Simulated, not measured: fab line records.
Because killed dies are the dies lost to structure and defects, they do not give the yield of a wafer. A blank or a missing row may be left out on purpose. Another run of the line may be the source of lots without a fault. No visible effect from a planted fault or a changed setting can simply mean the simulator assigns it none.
The tool behind it: which one?    flow n5 finfet    Sampling: 24 lots, 72 wafers, 6 of 1938 route steps

## WHAT THE GAUGES SHOWED, per wafer
N5_BEOL_M15_RS_MEAS_54: a four-point-probe measurement. Usual: M15_RS 0.0216 ohm/sq, standard deviation 0.00044.
lot   measured      on             M15_RS (ohm/sq)       flag
L074  day 12 04:28  film metro-02  0.0220 0.0220 0.0212  
L075  day 12 17:14  film metro-02  0.0213 0.0216 0.0213  
L076  day 14 02:43  film metro-01  0.0220 0.0221 0.0223  
L077  day 14 03:32  film metro-02  0.0221 0.0211 0.0220  
L079  day 14 03:42  film metro-01  0.0219 0.0218 0.0214  
L078  day 14 10:32  film metro-02  0.0209 0.0211 0.0217  
L082  day 15 01:41  film metro-01  0.0219 0.0218 0.0209  
L081  day 15 05:57  film metro-02  0.0212 0.0222 0.0222  
L084  day 15 09:41  film metro-01  0.0213 0.0214 0.0219  
L080  day 15 23:53  film metro-02  0.0215 0.0209 0.0219  
L087  day 16 00:53  film metro-02  0.0210 0.0210 0.0221  
L085  day 16 01:09  film metro-01  0.0217 0.0221 0.0212  
L083  day 16 01:32  film metro-02  0.0217 0.0222 0.0213  
L086  day 16 14:27  film metro-01  0.0216 0.0211 0.0221  
L088  day 16 14:42  film metro-02  0.0211 0.0223 0.0221  
L091  day 16 16:13  film metro-01  0.0220 0.0214 0.0211  
L089  day 16 22:59  film metro-02  0.0216 0.0222 0.0215  
L092  day 17 13:52  film metro-02  0.0213 0.0215 0.0220  
L094  day 18 00:55  film metro-02  0.0211 0.0219 0.0210  
L093  day 18 04:22  film metro-01  0.0222 0.0211 0.0214  
L090  day 18 10:25  film metro-02  0.0214 0.0220 0.0221  
L095  day 18 10:37  film metro-02  0.0219 0.0219 0.0214  
L096  day 18 20:55  film metro-02  0.0216 0.0224 0.0214  
L097  day 19 05:46  film metro-01  0.0214 0.0214 0.0217  

N5_MIM_TOP_LITHO_OVL_MEAS_11. Usual: MIM_TOP_OVL -2 nm, standard deviation 5.6.
lot   measured      on          MIM_TOP_OVL (nm)  flag
L074  day 12 08:31  overlay-02  -3 7 -1           
L075  day 12 21:13  overlay-02  4 -4 -1           
L076  day 14 08:59  overlay-02  -6 -9 -4          
L077  day 14 11:50  overlay-02  3 -6 -3           
L079  day 14 12:00  overlay-01  10 4 9            
L078  day 14 17:29  overlay-01  -4 1 10           
L082  day 15 09:09  overlay-02  4 -7 -8           
L081  day 15 12:20  overlay-02  7 5 -9            
L084  day 15 13:59  overlay-01  -5 -3 1           
L080  day 16 04:40  overlay-02  -11 -8 -1         
L087  day 16 04:58  overlay-01  2 -4 2            
L085  day 16 05:13  overlay-02  -6 -7 -12         
L083  day 16 05:36  overlay-01  -3 -1 -5          
L086  day 16 18:55  overlay-01  -4 6 -5           
L088  day 16 19:43  overlay-02  9 2 5             
L091  day 16 19:53  overlay-02  0 -1 -7           
L089  day 17 02:23  overlay-01  -5 -7 2           
L092  day 17 17:22  overlay-01  -3 -4 -8          
L094  day 18 04:21  overlay-02  3 -7 -4           
L093  day 18 10:00  overlay-02  4 3 6             
L090  day 18 14:40  overlay-01  -4 -3 1           
L095  day 18 15:27  overlay-01  -1 -11 -3         
L096  day 19 00:13  overlay-02  3 3 -4            
L097  day 19 09:57  overlay-01  4 -10 6           

## WHICH TOOL RAN EACH LOT (tool, then ch and the chambers of the sampled wafers, then the start)
lot   N5_BEOL_M15_PRE_CLEAN_42      N5_BEOL_M15_SPUTTER_45        N5_BEOL_M15_CMP_49             N5_MIM_TOP_ALD_00
L074  pvd sputter-01, day 12 03:05  pvd sputter-01, day 12 03:17  cmp-01 ch 0,1,2, day 12 04:03  ald hk-03 ch 1,2,3, day 12 06:42
L075  pvd sputter-01, day 12 15:40  pvd sputter-01, day 12 15:52  cmp-04 ch 1,2,3, day 12 16:51  ald hk-01 ch 0,3, day 12 19:38
L076  pvd sputter-02, day 13 23:22  pvd sputter-02, day 13 23:34  cmp-03 ch 0,1,3, day 14 02:17  ald hk-01 ch 1,2,3, day 14 05:32
L077  pvd sputter-02, day 14 02:03  pvd sputter-02, day 14 02:15  cmp-01 ch 0,1,3, day 14 03:14  ald hk-02 ch 1,2,3, day 14 08:23
L079  pvd sputter-01, day 14 02:14  pvd sputter-01, day 14 02:26  cmp-03 ch 0,3, day 14 03:19    ald hk-01 ch 0,1,2, day 14 08:32
L078  pvd sputter-02, day 14 09:15  pvd sputter-02, day 14 09:27  cmp-01 ch 0,2,3, day 14 10:11  ald hk-03 ch 0,3, day 14 12:32
L082  pvd sputter-03, day 15 00:24  pvd sputter-03, day 15 00:36  cmp-03 ch 0,1,3, day 15 01:18  ald hk-02 ch 0,2,3, day 15 03:44
L081  pvd sputter-01, day 15 03:56  pvd sputter-01, day 15 04:08  cmp-04 ch 0,1, day 15 05:32    ald hk-03 ch 0,2,3, day 15 11:03
L084  pvd sputter-03, day 15 08:25  pvd sputter-03, day 15 08:37  cmp-01 ch 0,1,3, day 15 09:23  ald hk-02 ch 0,1,3, day 15 11:31
L080  pvd sputter-01, day 15 22:35  pvd sputter-01, day 15 22:47  cmp-01 ch 0,2,3, day 15 23:30  ald hk-02 ch 0,1,2, day 16 03:07
L087  pvd sputter-03, day 15 23:19  pvd sputter-03, day 15 23:31  cmp-01 ch 0,1,2, day 16 00:32  ald hk-03 ch 0,2,3, day 16 03:37
L085  pvd sputter-01, day 15 23:50  pvd sputter-01, day 16 00:02  cmp-03 ch 0,2,3, day 16 00:49  ald hk-01 ch 0,2,3, day 16 03:50
L083  pvd sputter-03, day 16 00:15  pvd sputter-03, day 16 00:27  cmp-04 ch 0,1, day 16 01:07    ald hk-02 ch 2,3, day 16 04:18
L086  pvd sputter-01, day 16 10:58  pvd sputter-01, day 16 11:10  cmp-03 ch 1,2, day 16 14:04    ald hk-01 ch 0,1,2, day 16 17:43
L088  pvd sputter-03, day 16 11:04  pvd sputter-03, day 16 11:16  cmp-01 ch 1,2,3, day 16 14:17  ald hk-02 ch 0,1,2, day 16 17:50
L091  pvd sputter-03, day 16 14:52  pvd sputter-03, day 16 15:05  cmp-04 ch 1,2,3, day 16 15:48  ald hk-03 ch 0,2, day 16 18:11
L089  pvd sputter-02, day 16 21:40  pvd sputter-02, day 16 21:52  cmp-04 ch 0,1,3, day 16 22:38  ald hk-03 ch 1,2,3, day 17 00:56
L092  pvd sputter-03, day 17 12:33  pvd sputter-03, day 17 12:45  cmp-01 ch 1,2,3, day 17 13:26  ald hk-02 ch 1,2,3, day 17 16:20
L094  pvd sputter-02, day 17 23:36  pvd sputter-02, day 17 23:48  cmp-04 ch 0,1,2, day 18 00:31  ald hk-01 ch 0,1,3, day 18 03:02
L093  pvd sputter-03, day 18 03:05  pvd sputter-03, day 18 03:17  cmp-03 ch 0,2,3, day 18 03:56  ald hk-01 ch 0,1,3, day 18 08:29
L090  pvd sputter-03, day 18 08:41  pvd sputter-03, day 18 08:53  cmp-03 ch 0,1,3, day 18 09:59  ald hk-02 ch 0,2,3, day 18 12:04
L095  pvd sputter-01, day 18 09:05  pvd sputter-01, day 18 09:17  cmp-01 ch 1,2,3, day 18 10:12  ald hk-01 ch 1,2,3, day 18 13:37
L096  pvd sputter-02, day 18 18:37  pvd sputter-02, day 18 18:49  cmp-03 ch 0,1,3, day 18 20:30  ald hk-01 ch 1,2,3, day 18 22:25
L097  pvd sputter-01, day 19 04:28  pvd sputter-01, day 19 04:40  cmp-03 ch 0,1,2, day 19 05:23  ald hk-02 ch 0,2,3, day 19 08:43
- N5_BEOL_M15_PRE_CLEAN_42: time 30 s.
- N5_BEOL_M15_SPUTTER_45: material Cu, target thk 100 nm, time 16.67 s.
- N5_BEOL_M15_CMP_49: polishes, stops on SiO2, t overpolish 4.9 s, target thk 850 nm.
- N5_MIM_TOP_ALD_00: deposits Al2O3, purge time 3 s, co reactant pulse time 3 s.

## WHAT THE TOOLS THEMSELVES READ (means of the sampled wafers that have a number; where no wafer has one, the mark that the record gives instead)
N5_BEOL_M15_PRE_CLEAN_42. Usual: 459 W for heater power w, sd 48.
lot   tool            heater power w (W)  flag
L074  pvd sputter-01  434                 
L075  pvd sputter-01  465                 
L076  pvd sputter-02  475                 
L077  pvd sputter-02  485                 
L079  pvd sputter-01  516                 
L078  pvd sputter-02  447                 
L082  pvd sputter-03  445                 
L081  pvd sputter-01  449                 
L084  pvd sputter-03  463                 
L080  pvd sputter-01  479                 
L087  pvd sputter-03  430                 
L085  pvd sputter-01  492                 
L083  pvd sputter-03  411                 
L086  pvd sputter-01  453                 
L088  pvd sputter-03  447                 
L091  pvd sputter-03  484                 
L089  pvd sputter-02  455                 
L092  pvd sputter-03  425                 
L094  pvd sputter-02  453                 
L093  pvd sputter-03  465                 
L090  pvd sputter-03  419                 
L095  pvd sputter-01  511                 
L096  pvd sputter-02  446                 
L097  pvd sputter-01  437                 

N5_BEOL_M15_SPUTTER_45. Usual: 30.4 % for throttle valve pct, sd 1.2.
lot   tool            throttle valve pct (%)  flag
L074  pvd sputter-01  30.8                    
L075  pvd sputter-01  31.1                    
L076  pvd sputter-02  29.9                    
L077  pvd sputter-02  29.4                    
L079  pvd sputter-01  31.6                    
L078  pvd sputter-02  29.4                    
L082  pvd sputter-03  29.9                    
L081  pvd sputter-01  30.8                    
L084  pvd sputter-03  29.6                    
L080  pvd sputter-01  31.4                    
L087  pvd sputter-03  29.9                    
L085  pvd sputter-01  31.4                    
L083  pvd sputter-03  31.0                    
L086  pvd sputter-01  31.2                    
L088  pvd sputter-03  30.0                    
L091  pvd sputter-03  29.9                    
L089  pvd sputter-02  29.7                    
L092  pvd sputter-03  30.6                    
L094  pvd sputter-02  30.1                    
L093  pvd sputter-03  29.7                    
L090  pvd sputter-03  30.7                    
L095  pvd sputter-01  31.4                    
L096  pvd sputter-02  29.4                    
L097  pvd sputter-01  31.1                    

N5_BEOL_M15_CMP_49. Usual: barrier field endpoint s 11.30 s, standard deviation 0.27; clearing platen down force psi 2.000 psi, standard deviation 0.0037; head pressure psi 2.000 psi, standard deviation 0.0039; motor current A 7.8 A, standard deviation 0.73; overpolish run s 4.899 s, standard deviation 0.0087; platen rpm 80.00 rpm, standard deviation 0.049.
lot   tool    barrier field endpoint s (s)  clearing platen down force psi (psi)  head pressure psi (psi)  motor current A (A)  overpolish run s (s)  platen rpm (rpm)  flag
L074  cmp-01  11.29                         1.998                                 1.997                    7.7                  4.890                 80.03             
L075  cmp-04  11.26                         2.000                                 1.998                    7.2                  4.911                 79.99             
L076  cmp-03  11.56                         2.001                                 2.001                    8.3                  4.891                 79.96             
L077  cmp-01  11.42                         2.003                                 2.001                    7.5                  4.903                 80.00             
L079  cmp-03  11.46                         2.001                                 1.995                    8.2                  4.903                 79.97             
L078  cmp-01  11.41                         2.000                                 1.998                    8.3                  4.909                 79.99             
L082  cmp-03  11.22                         2.000                                 1.999                    8.2                  4.893                 79.96             
L081  cmp-04  11.20                         2.000                                 2.000                    7.3                  4.898                 79.96             
L084  cmp-01  11.69                         2.000                                 1.994                    7.5                  4.899                 80.01             
L080  cmp-01  11.52                         2.001                                 2.002                    8.2                  4.893                 79.98             
L087  cmp-01  11.32                         1.996                                 2.000                    7.9                  4.895                 79.99             
L085  cmp-03  11.16                         2.000                                 2.002                    8.2                  4.896                 80.06             
L083  cmp-04  10.95                         1.999                                 2.001                    7.4                  4.891                 79.98             
L086  cmp-03  11.23                         2.004                                 2.004                    8.0                  4.905                 79.96             
L088  cmp-01  11.37                         2.004                                 1.997                    7.8                  4.906                 80.03             
L091  cmp-04  11.18                         2.000                                 2.005                    6.8                  4.896                 80.01             
L089  cmp-04  11.22                         1.997                                 2.004                    6.8                  4.895                 79.95             
L092  cmp-01  11.18                         2.003                                 1.999                    8.0                  4.908                 80.03             
L094  cmp-04  11.68                         2.000                                 2.001                    7.4                  4.900                 80.02             
L093  cmp-03  11.01                         2.001                                 1.999                    8.1                  4.899                 79.95             
L090  cmp-03  11.00                         2.000                                 2.003                    8.3                  4.901                 80.04             
L095  cmp-01  11.51                         2.004                                 2.003                    7.8                  4.899                 80.00             
L096  cmp-03  11.42                         2.001                                 2.001                    8.2                  4.903                 79.97             
L097  cmp-03  11.12                         2.000                                 1.999                    7.9                  4.899                 80.00             

N5_MIM_TOP_ALD_00. Usual: 1.000 for precursor pulse height rel, sd 0.019.
lot   tool       precursor pulse height rel  flag
L074  ald hk-03  0.990                       
L075  ald hk-01  1.005                       
L076  ald hk-01  0.986                       
L077  ald hk-02  1.020                       
L079  ald hk-01  1.007                       
L078  ald hk-03  1.009                       
L082  ald hk-02  1.009                       
L081  ald hk-03  1.004                       
L084  ald hk-02  0.992                       
L080  ald hk-02  1.000                       
L087  ald hk-03  1.006                       
L085  ald hk-01  1.015                       
L083  ald hk-02  0.997                       
L086  ald hk-01  0.969                       
L088  ald hk-02  0.989                       
L091  ald hk-03  0.992                       
L089  ald hk-03  1.011                       
L092  ald hk-02  1.008                       
L094  ald hk-01  0.993                       
L093  ald hk-01  0.994                       
L090  ald hk-02  0.992                       
L095  ald hk-01  0.990                       
L096  ald hk-01  1.004                       
L097  ald hk-02  1.000                       

## THE ANSWER, worked out from the rows above alone
Rule: a lot is off if the mean of its wafers that have a number lies more than 3 standard deviations from the usual mean. A lot without any number at a reading at which 4 lots or more have one is off too. Any other lot the step has rows for is counted as sound. Order of review: gauges by route order, followed by the tools' own readings, for which a lot's mean as printed above is used. At the first step where some lot is off, the reading lying furthest off is the one used; lots without a number count as furthest.
None of the lots is off at any reading shown; this tells nothing.

## WHAT WAS PUT IN BY THE SIMULATOR
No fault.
